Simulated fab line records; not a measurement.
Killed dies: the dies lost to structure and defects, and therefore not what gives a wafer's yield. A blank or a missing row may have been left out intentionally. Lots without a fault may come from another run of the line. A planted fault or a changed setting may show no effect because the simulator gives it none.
Which tool was responsible? + flow nand-harc + 14 lots with 42 wafers sampled at 2 steps, on a route of 1302 steps

WHAT EACH GAUGE READ, for each wafer
NHARC_A_ONON_D2_THK_MEAS_18: measures by ellipsometry.
| lot  | measured     | on            | thk-nm (nm)    |
|------|--------------|---------------|----------------|
| L886 | day 13 00:23 | film-metro-02 | 996 998 997    |
| L889 | day 14 07:53 | film-metro-01 | 1001 1000 1001 |
| L888 | day 14 07:56 | film-metro-01 | 1014 1014 1014 |
| L890 | day 14 14:01 | film-metro-02 | 1009 1010 1008 |
| L892 | day 14 22:12 | film-metro-02 | 1006 1007 1008 |
| L893 | day 15 20:43 | film-metro-02 | 994 994 996    |
| L894 | day 15 20:43 | film-metro-01 | 1001 999 999   |
| L895 | day 16 02:09 | film-metro-01 | 994 997 993    |
| L896 | day 16 13:34 | film-metro-01 | 990 991 992    |
| L897 | day 17 13:53 | film-metro-01 | 1005 1004 1002 |
| L898 | day 17 21:45 | film-metro-01 | 1012 1011 1012 |
| L905 | day 20 23:38 | film-metro-01 | 1005 1006 1005 |
| L906 | day 21 18:55 | film-metro-02 | 996 996 996    |
| L907 | day 22 06:59 | film-metro-02 | 999 1000 1001  |

NHARC_A_ONON_D2_INSPECT_32.
| lot  | measured     | on                | raw-defect-count |
|------|--------------|-------------------|------------------|
| L886 | day 13 03:13 | defect-inspect-02 | 424 229 200      |
| L889 | day 14 10:50 | defect-inspect-01 | 576 373 932      |
| L888 | day 14 10:57 | defect-inspect-02 | 236 208 341      |
| L890 | day 14 16:50 | defect-inspect-01 | 298 199 242      |
| L892 | day 15 01:03 | defect-inspect-01 | 496 416 365      |
| L893 | day 15 23:31 | defect-inspect-01 | 349 440 516      |
| L894 | day 15 23:31 | defect-inspect-02 | 435 420 539      |
| L895 | day 16 05:00 | defect-inspect-01 | 331 226 302      |
| L896 | day 16 16:22 | defect-inspect-02 | 283 213 346      |
| L897 | day 17 16:42 | defect-inspect-02 | 370 297 292      |
| L898 | day 18 00:35 | defect-inspect-01 | 256 417 406      |
| L905 | day 21 02:26 | defect-inspect-01 | 256 336 247      |
| L906 | day 21 21:44 | defect-inspect-01 | 265 329 326      |
| L907 | day 22 09:49 | defect-inspect-02 | 397 697 450      |

TOOL THAT RAN EACH LOT (tool first, then ch and the chambers of the sampled wafers, then the start)
There is no process step in the record ahead of these readings.

AS READ BY THE TOOLS THEMSELVES (means over the sampled wafers that have a number; for cases with no such wafer, the mark the record gives instead)
The record holds no such reading with a usual standard deviation.

THE ANSWER, worked out from the rows above alone
Rule: what is usual is taken from the lots themselves. Put in order of their means at a reading, lots are off if they are a third of the lots or fewer, leave a main group of 4 or more, and stand apart from it by a gap of 3 or more times the standard deviation of the main group's means; of several such gaps the widest counts. If all means in a main group match to the digits the tables above print for the reading, that group is not used. A lot without any number at a reading at which 4 lots or more have one is off too. Any other lot the step has rows for is counted as sound. Order of review: gauges by route order, followed by the tools' own readings, for which a lot's mean as printed above is used. The first step at which some lot is off is used, and at that step the reading that is off furthest; a lot without a number counts as furthest.
Nothing can be told from this: no lot is off at any reading shown.

WHAT THE SIMULATOR HAD INSERTED
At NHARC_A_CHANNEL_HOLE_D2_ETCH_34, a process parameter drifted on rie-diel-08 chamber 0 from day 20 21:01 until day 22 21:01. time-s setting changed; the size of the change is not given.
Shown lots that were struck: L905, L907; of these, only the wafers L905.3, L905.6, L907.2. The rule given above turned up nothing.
